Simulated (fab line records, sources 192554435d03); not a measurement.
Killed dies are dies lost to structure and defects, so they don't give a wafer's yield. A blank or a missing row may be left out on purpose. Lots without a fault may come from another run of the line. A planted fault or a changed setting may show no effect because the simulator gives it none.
Split-lot experiment | flow n5_finfet | 7 lots, 21 wafers read, on a route of 1938 steps

THE SPLIT
At N5_BEOL_M1_ETCH_64 (etches SOC in N2/H2, target depth 75 nm, overetch 15 nm, time 112.5 s), the setting source_w was moved away from the recipe's 840 W on 5 of the 21 wafers read, by -12.0% to +12.9%. The other wafers ran this setting at the recipe's value.

The reading is taken at the split's own step.

THE READING
rf_vpp_V, in V, at N5_BEOL_M1_ETCH_64 (etches SOC in N2/H2, target depth 75 nm, overetch 15 nm, time 112.5 s). Fault-free wafers of this fab line usually give 524.6 V, standard deviation 2.6 V.

wafer  | tool, chamber at the split | source_w as run, W | against the recipe | rf_vpp_V, V | against lot-mates on the recipe
L074.2 | rie_diel-02, 2             | 754                | -10.2%             | 545.1       | +20.9
L074.3 | rie_diel-02, 1             | 840                | recipe             | 527.4       | -
L074.5 | rie_diel-02, 3             | 840                | recipe             | 521.1       | -
L081.1 | rie_diel-06, 2             | 840                | recipe             | 524.0       | -
L081.2 | rie_diel-06, 0             | 840                | recipe             | 525.0       | -
L081.4 | rie_diel-06, 1             | 840                | recipe             | 527.5       | -
L086.3 | rie_diel-05, 3             | 840                | recipe             | 522.5       | -
L086.5 | rie_diel-05, 2             | 948.4              | +12.9%             | 506.4       | -18.6
L086.6 | rie_diel-05, 1             | 840                | recipe             | 527.4       | -
L087.3 | rie_diel-06, 0             | 840                | recipe             | 524.6       | -
L087.4 | rie_diel-06, 3             | 840                | recipe             | 526.0       | -
L087.5 | rie_diel-06, 1             | 840                | recipe             | 528.2       | -
L089.3 | rie_diel-02, 0             | 840                | recipe             | 519.5       | -
L089.4 | rie_diel-02, 3             | 739.4              | -12.0%             | 544.3       | +24.8
L089.6 | rie_diel-02, 1             | 739.4              | -12.0%             | 549.8       | +30.3
L090.2 | rie_diel-06, 2             | 840                | recipe             | 524.2       | -
L090.3 | rie_diel-06, 1             | 840                | recipe             | 527.2       | -
L090.6 | rie_diel-06, 1             | 840                | recipe             | 527.5       | -
L093.3 | rie_diel-06, 3             | 840                | recipe             | 524.0       | -
L093.4 | rie_diel-06, 1             | 738.8              | -12.0%             | 549.4       | +25.1
L093.6 | rie_diel-06, 3             | 840                | recipe             | 524.6       | -

THE FIT
A straight line over all 21 wafers: rf_vpp_V changes by -1.78 V for each +1% of source_w; r = -0.97; the points scatter about the line by 2.7 V.
The same after taking each lot's own level away (the mean of its wafers on the recipe; 21 wafers): -1.97 V for each +1%; r = -0.97; scatter 2.7 V.
On that fit, the largest move of source_w shifts the reading by 25 V.
The lots' own levels span 519.50 to 526.30 V, that is 2.6 times the standard deviation above.
So the lot-to-lot level changes the slope: the two fits differ.
Check: with one of the wafers moved furthest among these (+12.9%) left out of the fit, the line predicts -28.3 V for it against its lot-mates. It came out at -18.6 V against them.
Tool readings at the split's step, against how far the setting was moved: rf_vpp_V r = -0.97.

OTHER SPLITS ON THESE WAFERS
These wafers also went through other splits before the reading. Each is held against what the fit with the lots' levels taken away leaves over:
other split on the same wafers            | wafers away from the commonest value | r with rf_vpp_V (lot level and that fit taken away)
N5_BEOL_M0_SAQP_PECVD_04 time_s           | 6                                    | +0.17
N5_BEOL_M0_SAQP_SPACER1_ALD_98 ald_cycles | 6                                    | +0.16
N5_BEOL_M0_SAQP_COAT_105 spin_rpm         | 3                                    | -0.04
N5_BEOL_M0_CUTY_EXPOSE_54 dose_mj         | 6                                    | -0.46
N5_BEOL_M0_ETCH_138 bias_w                | 9                                    | -0.09
N5_BEOL_M1_ETCH_74 bias_w                 | 6                                    | -0.06

THE FILE'S OWN FIT
rf_vpp_V changes by -1.94 V for each +1% of source_w, r = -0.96.
